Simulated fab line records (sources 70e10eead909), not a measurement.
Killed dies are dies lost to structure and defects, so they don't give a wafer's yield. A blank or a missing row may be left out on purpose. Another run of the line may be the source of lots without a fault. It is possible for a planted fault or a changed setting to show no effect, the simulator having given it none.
What tool caused it? + flow nand harc + 72 wafers from 24 lots sampled at 5 of the route's 1302 steps

## WHAT EACH GAUGE READ, for each wafer
NHARC_P_GATE_INSPECT_28.
| lot  | measured     | on                | raw defect count |
|------|--------------|-------------------|------------------|
| L074 | day 5 09:45  | defect inspect-02 | 7 7 15           |
| L076 | day 6 01:28  | defect inspect-02 | 2 7 7            |
| L075 | day 6 01:59  | defect inspect-02 | 7 5 9            |
| L077 | day 6 11:47  | defect inspect-01 | 9 14 2           |
| L078 | day 6 14:43  | defect inspect-02 | 7 8 10           |
| L079 | day 7 08:38  | defect inspect-02 | 1 8 8            |
| L080 | day 7 12:26  | defect inspect-02 | 11 12 18         |
| L081 | day 7 23:22  | defect inspect-01 | 6 3 7            |
| L082 | day 8 05:52  | defect inspect-01 | 2 3 2            |
| L083 | day 8 23:20  | defect inspect-02 | 4 12 10          |
| L084 | day 9 02:45  | defect inspect-02 | 4 4 7            |
| L085 | day 9 10:55  | defect inspect-01 | 6 6 4            |
| L086 | day 10 02:13 | defect inspect-01 | 7 3 4            |
| L087 | day 10 07:55 | defect inspect-02 | 8 6 5            |
| L088 | day 11 00:49 | defect inspect-02 | 7 5 5            |
| L089 | day 11 01:04 | defect inspect-02 | 0 5 7            |
| L090 | day 11 17:04 | defect inspect-02 | 11 8 7           |
| L091 | day 12 04:18 | defect inspect-02 | 9 8 8            |
| L092 | day 12 16:12 | defect inspect-01 | 7 4 9            |
| L093 | day 12 23:08 | defect inspect-01 | 12 9 4           |
| L094 | day 13 10:34 | defect inspect-02 | 3 7 4            |
| L095 | day 13 17:40 | defect inspect-02 | 4 4 2            |
| L096 | day 14 06:16 | defect inspect-02 | 10 7 10          |
| L097 | day 14 13:29 | defect inspect-01 | 7 8 8            |

NHARC_P_M1_OVL_MEAS_10: pitch 260 nm.
| lot  | measured     | on         | overlay x nm (nm) | overlay y nm (nm) |
|------|--------------|------------|-------------------|-------------------|
| L074 | day 6 14:02  | overlay-01 | -0.3 0.4 0.0      | 1.4 1.2 2.0       |
| L076 | day 7 05:38  | overlay-01 | 0.3 0.0 0.4       | 0.1 0.0 0.0       |
| L075 | day 7 06:22  | overlay-01 | -1.7 -1.2 -1.4    | 0.3 0.3 0.1       |
| L077 | day 7 16:05  | overlay-01 | 0.4 0.5 0.8       | 0.3 0.0 0.0       |
| L078 | day 7 20:44  | overlay-01 | 0.5 -0.4 -0.4     | -0.2 0.5 0.4      |
| L079 | day 8 12:45  | overlay-01 | 0.9 1.0 1.1       | 0.2 0.7 0.7       |
| L080 | day 8 17:25  | overlay-01 | -0.3 -0.2 -0.2    | 1.4 1.4 1.0       |
| L081 | day 9 03:37  | overlay-01 | 0.4 -0.4 0.3      | -0.6 -1.0 -0.4    |
| L082 | day 9 11:05  | overlay-01 | -1.0 -1.0 -1.0    | 0.6 0.1 0.4       |
| L083 | day 10 03:52 | overlay-01 | 0.0 -0.4 -0.4     | -0.8 -0.6 -1.2    |
| L084 | day 10 07:01 | overlay-01 | 0.1 -0.2 0.8      | 2.1 2.3 2.1       |
| L085 | day 10 14:51 | overlay-01 | 0.2 -0.1 0.3      | -0.8 -0.1 -0.1    |
| L086 | day 11 06:07 | overlay-01 | -0.5 -0.7 0.1     | 0.0 0.5 -0.2      |
| L087 | day 11 12:37 | overlay-01 | 0.7 0.5 0.6       | 0.7 0.5 0.6       |
| L088 | day 12 06:20 | overlay-02 | 0.2 0.0 -0.2      | -0.2 -0.4 -0.2    |
| L089 | day 12 06:29 | overlay-01 | 1.4 1.7 1.6       | -1.1 -0.5 -1.0    |
| L090 | day 12 21:07 | overlay-01 | 0.4 0.6 0.4       | -1.3 -0.9 -1.1    |
| L091 | day 13 08:05 | overlay-01 | -0.3 -0.1 -0.7    | -1.3 -1.1 -0.6    |
| L092 | day 13 20:22 | overlay-01 | 0.4 0.1 0.3       | 0.5 0.4 0.4       |
| L093 | day 14 03:26 | overlay-02 | 0.7 1.2 1.4       | -0.7 -0.1 -0.9    |
| L094 | day 14 14:48 | overlay-01 | 0.2 0.2 0.8       | 1.8 2.3 1.4       |
| L095 | day 14 21:50 | overlay-01 | 0.0 0.3 0.7       | 1.1 1.4 0.9       |
| L096 | day 15 10:47 | overlay-01 | 0.5 0.1 1.1       | 0.3 0.0 0.1       |
| L097 | day 15 18:17 | overlay-01 | 0.5 0.3 0.6       | -0.1 0.0 -0.1     |

## WHAT TOOL EACH LOT RAN ON (gives the tool, then ch and the chambers of the sampled wafers, and finally the start)
| lot  | NHARC_P_GATE_STRIP_108             | NHARC_P_GATE_ETCHBACK_37                      | NHARC_P_M0_DEGAS_28          |
|------|------------------------------------|-----------------------------------------------|------------------------------|
| L074 | rie diel-05 ch 0,2,3, day 5 10:29  | rie diel-10 ch 0,1,2, day 6 11:03 or earlier  | pvd sputter-02, day 6 11:03  |
| L076 | rie diel-05 ch 1,2,3, day 6 02:10  | rie diel-05 ch 0,3, day 7 02:35 or earlier    | pvd sputter-02, day 7 02:35  |
| L075 | rie diel-04 ch 1,2,3, day 6 02:41  | rie diel-04 ch 0,1, day 7 03:19 or earlier    | pvd sputter-02, day 7 03:19  |
| L077 | rie diel-10 ch 0,2,3, day 6 12:29  | rie diel-05 ch 2,3, day 7 13:00 or earlier    | pvd sputter-02, day 7 13:00  |
| L078 | rie diel-04 ch 0,1, day 6 15:26    | rie diel-05 ch 1,2, day 7 17:40 or earlier    | pvd sputter-02, day 7 17:40  |
| L079 | rie diel-05 ch 2,3, day 7 09:23    | rie diel-04 ch 0,2,3, day 8 09:41 or earlier  | pvd sputter-01, day 8 09:41  |
| L080 | rie diel-04 ch 0,2,3, day 7 13:08  | rie diel-05 ch 2,3, day 8 14:28 or earlier    | pvd sputter-01, day 8 14:28  |
| L081 | rie diel-05 ch 0,2, day 8 00:02    | rie diel-05 ch 0,1,3, day 9 00:35 or earlier  | pvd sputter-01, day 9 00:35  |
| L082 | rie diel-05 ch 0,1, day 8 06:34    | rie diel-05 ch 2,3, day 9 08:04 or earlier    | pvd sputter-01, day 9 08:04  |
| L083 | rie diel-05 ch 0,1,2, day 9 00:04  | rie diel-10 ch 0,1, day 10 00:49 or earlier   | pvd sputter-02, day 10 00:49 |
| L084 | rie diel-04 ch 1,2,3, day 9 03:27  | rie diel-05 ch 1,2,3, day 10 04:02 or earlier | pvd sputter-01, day 10 04:02 |
| L085 | rie diel-10 ch 0,1,2, day 9 11:38  | rie diel-10 ch 1,2,3, day 10 11:50 or earlier | pvd sputter-02, day 10 11:50 |
| L086 | rie diel-10 ch 1,2,3, day 10 02:56 | rie diel-05 ch 0,1,2, day 11 03:06 or earlier | pvd sputter-02, day 11 03:06 |
| L087 | rie diel-05 ch 0,1,3, day 10 08:36 | rie diel-10 ch 1,2,3, day 11 09:23 or earlier | pvd sputter-01, day 11 09:23 |
| L088 | rie diel-05 ch 0,2, day 11 01:36   | rie diel-05 ch 0,2, day 12 03:00 or earlier   | pvd sputter-01, day 12 03:00 |
| L089 | rie diel-10 ch 1,3, day 11 01:46   | rie diel-05 ch 0,2,3, day 12 03:26 or earlier | pvd sputter-02, day 12 03:26 |
| L090 | rie diel-10 ch 0,1,3, day 11 17:49 | rie diel-05 ch 1,2,3, day 12 18:03 or earlier | pvd sputter-03, day 12 18:03 |
| L091 | rie diel-05 ch 0,2,3, day 12 04:59 | rie diel-05 ch 1,2, day 13 05:10 or earlier   | pvd sputter-02, day 13 05:10 |
| L092 | rie diel-05 ch 0,1,2, day 12 16:54 | rie diel-10 ch 1,2,3, day 13 17:20 or earlier | pvd sputter-03, day 13 17:20 |
| L093 | rie diel-05 ch 1,2,3, day 12 23:50 | rie diel-04 ch 1,2,3, day 14 00:26 or earlier | pvd sputter-01, day 14 00:26 |
| L094 | rie diel-10 ch 0,2,3, day 13 11:16 | rie diel-10 ch 0,3, day 14 11:46 or earlier   | pvd sputter-01, day 14 11:46 |
| L095 | rie diel-05 ch 0,3, day 13 18:21   | rie diel-05 ch 0,2,3, day 14 18:47 or earlier | pvd sputter-03, day 14 18:47 |
| L096 | rie diel-10 ch 0,3, day 14 06:58   | rie diel-10 ch 0,2,3, day 15 07:55 or earlier | pvd sputter-02, day 15 07:55 |
| L097 | rie diel-05 ch 0,2,3, day 14 14:11 | rie diel-04 ch 0,2,3, day 15 15:14 or earlier | pvd sputter-02, day 15 15:14 |
- NHARC_P_GATE_STRIP_108: strips in O2.
- NHARC_P_GATE_ETCHBACK_37: etches the open film in CHF3/O2, target depth 34.5 nm, time 17.2 s.
- NHARC_P_M0_DEGAS_28: time 60 s.

## AS READ BY THE TOOLS THEMSELVES (means over the sampled wafers that have a number; for cases with no such wafer, the mark the record gives instead)
NHARC_P_GATE_STRIP_108.
| lot  | tool        | drypump motor current A (A) | oes product au (a.u.) | rf vpp V (V) | showerhead plenum p Torr (Torr) | throttle valve pct (%) |
|------|-------------|-----------------------------|-----------------------|--------------|---------------------------------|------------------------|
| L074 | rie diel-05 | 5.8                         | 0.998                 | 58.3         | 3.58                            | 17.028                 |
| L076 | rie diel-05 | 6.1                         | 1.004                 | 58.9         | 3.63                            | 17.026                 |
| L075 | rie diel-04 | 5.8                         | 1.000                 | 58.4         | 3.53                            | 17.035                 |
| L077 | rie diel-10 | 5.6                         | 0.991                 | 58.1         | 3.58                            | 17.041                 |
| L078 | rie diel-04 | 5.6                         | 1.000                 | 57.4         | 3.46                            | 17.032                 |
| L079 | rie diel-05 | 5.9                         | 0.992                 | 57.8         | 3.68                            | 17.036                 |
| L080 | rie diel-04 | 6.1                         | 0.998                 | 57.3         | 3.56                            | 17.041                 |
| L081 | rie diel-05 | 5.9                         | 0.997                 | 57.9         | 3.67                            | 17.038                 |
| L082 | rie diel-05 | 5.8                         | 0.998                 | 57.3         | 3.52                            | 17.032                 |
| L083 | rie diel-05 | 6.1                         | 0.999                 | 58.0         | 3.62                            | 17.030                 |
| L084 | rie diel-04 | 5.8                         | 0.995                 | 57.7         | 3.53                            | 17.035                 |
| L085 | rie diel-10 | 5.3                         | 1.001                 | 57.5         | 3.50                            | 17.035                 |
| L086 | rie diel-10 | 5.6                         | 0.994                 | 58.0         | 3.62                            | 17.045                 |
| L087 | rie diel-05 | 5.9                         | 1.001                 | 57.7         | 3.53                            | 17.043                 |
| L088 | rie diel-05 | 5.9                         | 1.003                 | 58.0         | 3.67                            | 17.039                 |
| L089 | rie diel-10 | 5.8                         | 0.991                 | 58.4         | 3.62                            | 17.038                 |
| L090 | rie diel-10 | 5.6                         | 0.994                 | 57.6         | 3.50                            | 17.036                 |
| L091 | rie diel-05 | 5.7                         | 1.003                 | 58.1         | 3.58                            | 17.035                 |
| L092 | rie diel-05 | 6.0                         | 1.001                 | 58.4         | 3.61                            | 17.040                 |
| L093 | rie diel-05 | 6.1                         | 1.004                 | 57.6         | 3.62                            | 17.045                 |
| L094 | rie diel-10 | 5.6                         | 0.996                 | 58.1         | 3.58                            | 17.045                 |
| L095 | rie diel-05 | 5.6                         | 1.009                 | 57.5         | 3.49                            | 17.047                 |
| L096 | rie diel-10 | 5.6                         | 0.986                 | 57.4         | 3.45                            | 17.038                 |
| L097 | rie diel-05 | 5.7                         | 0.998                 | 57.8         | 3.58                            | 17.036                 |

NHARC_P_GATE_ETCHBACK_37.
| lot  | tool        | bias w (W) | drypump motor current A (A) | oes product au (a.u.) | rf vpp V (V) | showerhead plenum p Torr (Torr) | throttle valve pct (%) |
|------|-------------|------------|-----------------------------|-----------------------|--------------|---------------------------------|------------------------|
| L074 | rie diel-10 | 200.2      | 5.3                         | 0.997                 | 370.7        | 2.38                            | 20.572                 |
| L076 | rie diel-05 | 200.1      | 5.5                         | 0.923                 | 370.7        | 2.37                            | 20.576                 |
| L075 | rie diel-04 | 199.4      | 5.3                         | 0.925                 | 369.1        | 2.33                            | 20.567                 |
| L077 | rie diel-05 | 199.9      | 5.7                         | 0.980                 | 371.0        | 2.44                            | 20.574                 |
| L078 | rie diel-05 | 200.0      | 6.4                         | 0.985                 | 372.7        | 2.50                            | 20.568                 |
| L079 | rie diel-04 | 200.1      | 6.1                         | 0.922                 | 371.1        | 2.42                            | 20.578                 |
| L080 | rie diel-05 | 199.3      | 5.9                         | 0.937                 | 373.4        | 2.51                            | 20.575                 |
| L081 | rie diel-05 | 200.1      | 5.9                         | 0.921                 | 371.1        | 2.40                            | 20.580                 |
| L082 | rie diel-05 | 200.1      | 5.7                         | 0.926                 | 371.2        | 2.44                            | 20.572                 |
| L083 | rie diel-10 | 200.1      | 5.3                         | 0.911                 | 368.4        | 2.33                            | 20.575                 |
| L084 | rie diel-05 | 199.6      | 6.0                         | 0.920                 | 371.8        | 2.47                            | 20.581                 |
| L085 | rie diel-10 | 200.0      | 5.6                         | 0.924                 | 371.6        | 2.47                            | 20.566                 |
| L086 | rie diel-05 | 199.9      | 6.0                         | 0.923                 | 372.5        | 2.46                            | 20.578                 |
| L087 | rie diel-10 | 200.2      | 5.6                         | 0.927                 | 371.7        | 2.47                            | 20.570                 |
| L088 | rie diel-05 | 200.0      | 5.7                         | 0.936                 | 370.5        | 2.43                            | 20.578                 |
| L089 | rie diel-05 | 199.9      | 5.7                         | 1.002                 | 371.2        | 2.44                            | 20.578                 |
| L090 | rie diel-05 | 200.7      | 6.1                         | 0.923                 | 372.4        | 2.47                            | 20.578                 |
| L091 | rie diel-05 | 199.6      | 6.4                         | 0.935                 | 372.6        | 2.49                            | 20.564                 |
| L092 | rie diel-10 | 199.9      | 5.6                         | 0.956                 | 372.2        | 2.47                            | 20.566                 |
| L093 | rie diel-04 | 199.5      | 5.8                         | 0.922                 | 370.6        | 2.40                            | 20.572                 |
| L094 | rie diel-10 | 199.3      | 5.6                         | 0.912                 | 369.0        | 2.35                            | 20.573                 |
| L095 | rie diel-05 | 199.6      | 5.7                         | 0.932                 | 372.5        | 2.44                            | 20.573                 |
| L096 | rie diel-10 | 199.5      | 5.6                         | 0.927                 | 370.9        | 2.43                            | 20.570                 |
| L097 | rie diel-04 | 200.3      | 6.1                         | 0.928                 | 370.1        | 2.42                            | 20.578                 |

NHARC_P_M0_DEGAS_28.
| lot  | tool           | heater power w (W) |
|------|----------------|--------------------|
| L074 | pvd sputter-02 | 326                |
| L076 | pvd sputter-02 | 349                |
| L075 | pvd sputter-02 | 351                |
| L077 | pvd sputter-02 | 329                |
| L078 | pvd sputter-02 | 346                |
| L079 | pvd sputter-01 | 314                |
| L080 | pvd sputter-01 | 302                |
| L081 | pvd sputter-01 | 324                |
| L082 | pvd sputter-01 | 314                |
| L083 | pvd sputter-02 | 302                |
| L084 | pvd sputter-01 | 318                |
| L085 | pvd sputter-02 | 327                |
| L086 | pvd sputter-02 | 323                |
| L087 | pvd sputter-01 | 323                |
| L088 | pvd sputter-01 | 334                |
| L089 | pvd sputter-02 | 328                |
| L090 | pvd sputter-03 | 346                |
| L091 | pvd sputter-02 | 348                |
| L092 | pvd sputter-03 | 326                |
| L093 | pvd sputter-01 | 312                |
| L094 | pvd sputter-01 | 312                |
| L095 | pvd sputter-03 | 316                |
| L096 | pvd sputter-02 | 321                |
| L097 | pvd sputter-02 | 324                |

## THE ANSWER, worked out from the rows above alone
Rule: the lots themselves supply what counts as usual. Put in order of their means at a reading, lots are off if they are a third of the lots or fewer, leave a main group of 4 or more, and stand apart from it by a gap of 3 or more times the standard deviation of the main group's means; of several such gaps the widest counts. A main group whose means are all the same, to the digits that the tables above print for the reading, isn't used. A lot without any number at a reading at which 4 lots or more have one is off too. Where the step has rows for the other lots, those lots are counted as sound. First the gauges in route order, then the tools' own readings, where a lot's mean is used as printed above. At the first step where some lot is off, the reading lying furthest off is the one used; lots without a number count as furthest.
Across all readings shown, no lot is off: no conclusion can be drawn from this.

## WHAT HAD BEEN PUT IN BY THE SIMULATOR
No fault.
